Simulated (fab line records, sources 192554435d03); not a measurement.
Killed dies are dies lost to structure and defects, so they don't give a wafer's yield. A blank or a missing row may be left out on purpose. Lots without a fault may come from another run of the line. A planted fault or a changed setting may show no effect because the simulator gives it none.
Which tool did it? | flow n5_finfet | 8 lots, 24 wafers sampled, at 7 steps of a route of 1938

WHAT THE GAUGES READ, wafer by wafer
N5_SD_EPI_N_INSPECT_26: inspects for defects (darkfield). Usual: raw_defect_count 219, standard deviation 42.
lot  | measured    | on                | raw_defect_count | flag
L743 | day 3 06:44 | defect_inspect-02 | 183 190 261      |
L746 | day 3 23:19 | defect_inspect-02 | 205 215 155      |
L747 | day 4 09:23 | defect_inspect-02 | 213 198 167      |
L753 | day 6 00:07 | defect_inspect-02 | 1736 1669 1626   | OFF
L754 | day 6 00:12 | defect_inspect-02 | 1640 1571 1649   | OFF
L760 | day 7 15:53 | defect_inspect-02 | 171 281 206      |
L765 | day 8 20:43 | defect_inspect-01 | 181 270 183      |
L766 | day 9 03:19 | defect_inspect-01 | 256 240 261      |

N5_SD_EPI_P_INSPECT_11: inspects for defects (macro). Usual: raw_defect_count 2.2, standard deviation 1.4.
lot  | measured    | on                | raw_defect_count | flag
L743 | day 3 07:04 | defect_inspect-01 | 3 2 5            |
L746 | day 3 23:46 | defect_inspect-01 | 1 7 2            |
L747 | day 4 09:43 | defect_inspect-01 | 1 2 1            |
L753 | day 6 00:34 | defect_inspect-02 | >300 >300 >300   | OFF
L754 | day 6 00:43 | defect_inspect-02 | >300 >300 >300   | OFF
L760 | day 7 16:12 | defect_inspect-02 | 1 1 3            |
L765 | day 8 21:03 | defect_inspect-02 | 3 2 2            |
L766 | day 9 03:38 | defect_inspect-02 | 0 2 2            |

N5_BEOL_M4_RC_MEAS_101. Usual: DIBL_N 37.3 mV/V, standard deviation 2.3; DIBL_P 37.4 mV/V, standard deviation 2.9; IOFF_N 0.18 nA/um, standard deviation 0.045; IOFF_P 0.25 nA/um, standard deviation 0.054; ION_N 679 uA/um, standard deviation 15; ION_P 468 uA/um, standard deviation 9.7; SS_N 71.8 mV/dec, standard deviation 0.62; SS_P 73.6 mV/dec, standard deviation 0.76; VT_N 248 mV, standard deviation 4.1; VT_P -248 mV, standard deviation 3.6.
lot  | measured     | on        | DIBL_N (mV/V)  | DIBL_P (mV/V)  | IOFF_N (nA/um) | IOFF_P (nA/um) | ION_N (uA/um) | ION_P (uA/um) | SS_N (mV/dec)  | SS_P (mV/dec)  | VT_N (mV)   | VT_P (mV)      | flag
L743 | day 7 19:43  | prober-02 | 40.0 36.8 42.1 | 39.1 35.1 40.9 | 0.22 0.16 0.27 | 0.33 0.23 0.35 | 686 680 691   | 470 469 472   | 71.7 71.4 72.3 | 73.7 73.0 74.2 | 242 249 243 | -242 -248 -241 |
L746 | day 8 21:13  | prober-01 | 37.0 32.8 34.7 | 38.6 32.4 35.2 | 0.17 0.09 0.12 | 0.24 0.14 0.18 | 697 651 666   | 480 450 459   | 71.6 71.4 71.6 | 72.8 71.4 72.1 | 247 259 253 | -249 -254 -249 |
L747 | day 8 22:00  | prober-01 | 36.8 38.7 37.2 | 36.0 38.6 37.3 | 0.17 0.21 0.18 | 0.23 0.28 0.26 | 683 687 692   | 464 473 480   | 71.3 72.1 71.9 | 73.0 74.0 74.4 | 251 247 248 | -249 -245 -245 |
L753 | day 10 19:53 | prober-01 | 36.9 32.6 36.2 | 38.9 32.7 38.4 | 0.18 0.11 0.19 | 0.25 0.16 0.25 | 673 675 692   | 462 461 472   | 72.5 70.8 72.3 | 73.3 72.4 73.1 | 247 258 246 | -249 -254 -246 |
L754 | day 10 20:28 | prober-02 | 38.0 37.5 39.2 | 39.3 38.2 40.2 | 0.22 0.17 0.25 | 0.24 0.21 0.26 | 696 675 702   | 471 455 467   | 71.9 72.6 71.9 | 73.7 73.8 73.8 | 245 248 242 | -251 -253 -247 |
L760 | day 12 06:49 | prober-01 | 38.4 36.5 37.4 | 39.6 37.6 38.9 | 0.22 0.18 0.21 | 0.29 0.25 0.28 | 672 695 703   | 459 473 474   | 73.0 71.3 71.7 | 74.3 74.1 74.2 | 248 248 245 | -246 -246 -244 |
L765 | day 13 12:40 | prober-01 | 38.2 38.9 34.8 | 37.6 41.0 34.9 | 0.17 0.22 0.12 | 0.22 0.31 0.19 | 663 688 654   | 455 470 460   | 72.4 72.6 71.5 | 73.6 74.6 73.9 | 254 244 257 | -252 -246 -251 |
L766 | day 13 13:46 | prober-02 | 38.2 37.2 34.7 | 36.8 36.0 33.0 | 0.19 0.18 0.13 | 0.30 0.26 0.21 | 680 681 675   | 476 468 472   | 71.5 71.3 71.0 | 73.7 73.0 72.6 | 246 246 251 | -242 -246 -248 |

WHICH TOOL RAN EACH LOT (tool, then ch and the chambers of the sampled wafers, then the start)
lot  | N5_SD_EPI_N_ETCH_34               | N5_SD_EPI_N_ETCHBACK_44           | N5_SD_EPI_N_ETCH_45               | N5_SD_EPI_N_VAPOR_ETCH_50
L743 | rie_diel-04 ch 0,1,2, day 3 02:50 | rie_diel-04 ch 0,1,2, day 3 03:13 | rie_diel-04 ch 0,1,2, day 3 03:19 | epi_rpcvd-01 ch 0, day 3 04:17
L746 | rie_diel-06 ch 0,3, day 3 18:40   | rie_diel-06 ch 0,3, day 3 19:03   | rie_diel-06 ch 0,3, day 3 19:09   | epi_rpcvd-03 ch 0, day 3 20:17
L747 | rie_diel-04 ch 0,1, day 4 05:08   | rie_diel-04 ch 0,1, day 4 05:31   | rie_diel-04 ch 0,1, day 4 05:37   | epi_rpcvd-04 ch 0, day 4 06:56
L753 | rie_diel-04 ch 0,3, day 5 17:02   | rie_diel-04 ch 0,3, day 5 17:25   | rie_diel-04 ch 0,3, day 5 17:31   | epi_rpcvd-03 ch 0, day 5 21:05
L754 | rie_diel-04 ch 0,1,2, day 5 20:16 | rie_diel-04 ch 0,1,2, day 5 20:39 | rie_diel-04 ch 0,1,2, day 5 20:45 | epi_rpcvd-01 ch 0, day 5 21:45
L760 | rie_diel-02 ch 0,1,2, day 7 11:05 | rie_diel-02 ch 0,1,2, day 7 11:28 | rie_diel-02 ch 0,1,2, day 7 11:34 | epi_rpcvd-01 ch 0, day 7 12:43
L765 | rie_diel-06 ch 1,2, day 8 15:04   | rie_diel-06 ch 1,2, day 8 15:26   | rie_diel-06 ch 1,2, day 8 15:32   | epi_rpcvd-04 ch 0, day 8 16:51
L766 | rie_diel-06 ch 1,2, day 8 21:27   | rie_diel-06 ch 1,2, day 8 21:50   | rie_diel-06 ch 1,2, day 8 21:56   | epi_rpcvd-04 ch 0, day 8 23:17
- N5_SD_EPI_N_ETCH_34: etches SiARC in CF4, target depth 45.5 nm, time 75.8 s.
- N5_SD_EPI_N_ETCHBACK_44: etches SiNx in CH3F/O2, stops on SiO2, target depth 14.5 nm.
- N5_SD_EPI_N_ETCH_45: etches SiOCN in CH3F/O2, target depth 6 nm.
- N5_SD_EPI_N_VAPOR_ETCH_50: etches Si in HCl, time 54 s.

WHAT THE TOOLS THEMSELVES READ (means of the sampled wafers that have a number; where no wafer has one, the mark that the record gives instead)
N5_SD_EPI_N_ETCH_34. Usual: drypump_motor_current_A 5.6 A, standard deviation 0.39; etch_rf_on_time_s 75.8 s, standard deviation 2.3; oes_product_au 0.67 a.u., standard deviation 0.071; rf_vpp_V 183.9 V, standard deviation 1; showerhead_plenum_p_Torr 2.13 Torr, standard deviation 0.052; throttle_valve_pct 15.62 %, standard deviation 0.13.
lot  | tool        | drypump_motor_current_A (A) | etch_rf_on_time_s (s) | oes_product_au (a.u.) | rf_vpp_V (V) | showerhead_plenum_p_Torr (Torr) | throttle_valve_pct (%) | flag
L743 | rie_diel-04 | 5.7                         | 75.2                  | 0.65                  | 183.5        | 2.14                            | 15.64                  |
L746 | rie_diel-06 | 5.6                         | 74.6                  | 0.73                  | 184.1        | 2.12                            | 15.52                  |
L747 | rie_diel-04 | 5.4                         | 75.1                  | 0.66                  | 183.7        | 2.11                            | 15.75                  |
L753 | rie_diel-04 | 5.7                         | 73.2                  | 0.68                  | 184.1        | 2.13                            | 15.62                  |
L754 | rie_diel-04 | 5.7                         | 76.2                  | 0.63                  | 183.9        | 2.13                            | 15.68                  |
L760 | rie_diel-02 | 5.5                         | 76.8                  | 0.62                  | 183.9        | 2.15                            | 15.53                  |
L765 | rie_diel-06 | 5.9                         | 78.0                  | 0.71                  | 183.6        | 2.10                            | 15.76                  |
L766 | rie_diel-06 | 6.0                         | 78.2                  | 0.71                  | 182.9        | 2.10                            | 15.78                  |

N5_SD_EPI_N_ETCHBACK_44. Usual: O2_flow_sccm 20.00 sccm, standard deviation 0.067; drypump_motor_current_A 5.6 A, standard deviation 0.39; oes_f_703_au 0.78 a.u., standard deviation 0.08; oes_product_au 0.67 a.u., standard deviation 0.065; rf_vpp_V 295 V, standard deviation 9.2; showerhead_plenum_p_Torr 1.99 Torr, standard deviation 0.052; throttle_valve_pct 16.36 %, standard deviation 0.15.
lot  | tool        | O2_flow_sccm (sccm) | drypump_motor_current_A (A) | oes_f_703_au (a.u.) | oes_product_au (a.u.) | rf_vpp_V (V) | showerhead_plenum_p_Torr (Torr) | throttle_valve_pct (%) | flag
L743 | rie_diel-04 | 20.03               | 5.7                         | 0.77                | 0.65                  | 289          | 2.00                            | 16.43                  |
L746 | rie_diel-06 | 20.03               | 5.6                         | 0.85                | 0.73                  | 290          | 1.98                            | 16.32                  |
L747 | rie_diel-04 | 20.01               | 5.4                         | 0.77                | 0.66                  | 290          | 1.98                            | 16.54                  |
L753 | rie_diel-04 | 19.90               | 5.7                         | 0.81                | 0.67                  | 292          | 2.00                            | 16.43                  |
L754 | rie_diel-04 | 20.03               | 5.7                         | 0.75                | 0.64                  | 288          | 1.99                            | 16.46                  |
L760 | rie_diel-02 | 19.95               | 5.4                         | 0.71                | 0.63                  | 296          | 2.00                            | 16.20                  |
L765 | rie_diel-06 | 20.04               | 6.0                         | 0.81                | 0.72                  | 311          | 1.95                            | 16.48                  |
L766 | rie_diel-06 | 20.04               | 5.9                         | 0.80                | 0.72                  | 311          | 1.95                            | 16.49                  |

N5_SD_EPI_N_ETCH_45. Usual: O2_flow_sccm 20.00 sccm, standard deviation 0.061; drypump_motor_current_A 5.6 A, standard deviation 0.39; oes_product_au 0.79 a.u., standard deviation 0.085; rf_vpp_V 127.3 V, standard deviation 0.93; showerhead_plenum_p_Torr 1.98 Torr, standard deviation 0.052; throttle_valve_pct 23.31 %, standard deviation 0.24.
lot  | tool        | O2_flow_sccm (sccm) | drypump_motor_current_A (A) | oes_product_au (a.u.) | rf_vpp_V (V) | showerhead_plenum_p_Torr (Torr) | throttle_valve_pct (%) | flag
L743 | rie_diel-04 | 19.99               | 5.7                         | 0.76                  | 128.2        | 2.00                            | 23.39                  |
L746 | rie_diel-06 | 20.01               | 5.6                         | 0.86                  | 127.8        | 1.97                            | 23.33                  |
L747 | rie_diel-04 | 19.94               | 5.4                         | 0.78                  | 126.9        | 1.98                            | 23.58                  |
L753 | rie_diel-04 | 20.03               | 5.7                         | 0.78                  | 126.6        | 1.99                            | 23.41                  |
L754 | rie_diel-04 | 20.01               | 5.7                         | 0.74                  | 127.9        | 1.99                            | 23.42                  |
L760 | rie_diel-02 | 19.94               | 5.4                         | 0.73                  | 126.7        | 1.99                            | 23.01                  |
L765 | rie_diel-06 | 19.99               | 6.0                         | 0.85                  | 127.1        | 1.95                            | 23.49                  |
L766 | rie_diel-06 | 19.97               | 5.9                         | 0.84                  | 127.0        | 1.95                            | 23.49                  |

N5_SD_EPI_N_VAPOR_ETCH_50. Usual: throttle_valve_pct 11.7 %, standard deviation 0.41.
lot  | tool         | throttle_valve_pct (%) | flag
L743 | epi_rpcvd-01 | 12.4                   |
L746 | epi_rpcvd-03 | 11.2                   |
L747 | epi_rpcvd-04 | 11.9                   |
L753 | epi_rpcvd-03 | 11.2                   |
L754 | epi_rpcvd-01 | 12.1                   |
L760 | epi_rpcvd-01 | 12.1                   |
L765 | epi_rpcvd-04 | 11.8                   |
L766 | epi_rpcvd-04 | 11.8                   |

THE ANSWER, worked out from the rows above alone
Rule: a lot is off if the mean of its wafers that have a number lies more than 3 standard deviations from the usual mean. A lot without any number at a reading at which 4 lots or more have one is off too. The other lots that the step has rows for count as sound. The gauges are gone through in route order, then the tools' own readings, and for those a lot's mean is taken as printed above. The first step at which some lot is off is used, and at that step the reading that is off furthest; a lot without a number counts as furthest.
Off: L753, L754, at N5_SD_EPI_N_INSPECT_26 (raw_defect_count).
A tool fits if, at a process step before that reading, it ran every lot that is off, and no sound lot after the first of them. The gauges at N5_SD_EPI_N_INSPECT_26 are tried like those tools. One fits: rie_diel-04 at N5_SD_EPI_N_ETCH_34 and N5_SD_EPI_N_ETCHBACK_44 and N5_SD_EPI_N_ETCH_45. At N5_SD_EPI_N_ETCH_34 its last sound lot is L747 (day 4 05:08), its first lot that is off L753 (day 5 17:02): a fault that began between those two fits.

WHAT THE SIMULATOR HAD PUT IN
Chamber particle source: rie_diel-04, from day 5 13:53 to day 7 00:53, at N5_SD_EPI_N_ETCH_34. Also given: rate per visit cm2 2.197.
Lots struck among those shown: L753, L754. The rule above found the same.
